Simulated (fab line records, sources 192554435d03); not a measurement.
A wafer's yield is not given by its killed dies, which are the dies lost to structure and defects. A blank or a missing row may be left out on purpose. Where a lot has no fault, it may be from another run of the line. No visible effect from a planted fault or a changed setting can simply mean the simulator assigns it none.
Matching of chambers    flow n5Finfet    4 sister chambers for N5_BEOL_M0_ALD_136 on aldMetal-01
The step deposits TaN, pulse time 2 s, purge time 3 s, co reactant purge time 2 s. 4 wafers are shown with their chamber, then 7 later ones without.

## WAFERS PAIRED WITH THEIR CHAMBERS
wafer   chamber  heaterPowerW (W)
L084.2  2        441
L084.5  3        353
L087.2  1        524
L087.4  0        452

## WAFERS WITHOUT THEIR CHAMBER
wafer   heaterPowerW (W)
L087.5  533
L094.1  536
L094.4  438
L094.5  450
L097.1  526
L097.3  440
L097.5  528

## CHAMBER TAKEN BY EACH
wafer   from the rows above      in truth
L087.5  1                        1
L094.1  1                        1
L094.4  can't be placed: 2 or 0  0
L094.5  can't be placed: 0 or 2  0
L097.1  1                        1
L097.3  can't be placed: 2 or 0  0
L097.5  1                        1
4 of 7 placed correctly. Can't be placed from these rows: 3 (the true chamber is among the candidates in 3). Number placed wrongly: 0.
How it was worked out, from the rows above alone: a wafer's distance from a chamber is the root of the sum, over the readings, of the square of ((its reading less the chamber's mean) divided by the reading's scatter). If the next closest chamber is less than 2 further off than the closest, the wafer can't be placed; otherwise it belongs to the closest. For every chamber, the mean is computed from those of its wafers that are shown. The scatter (one wafer shown for each chamber): square how far every hidden wafer sits from the nearest shown wafer, average those squares and take the square root.
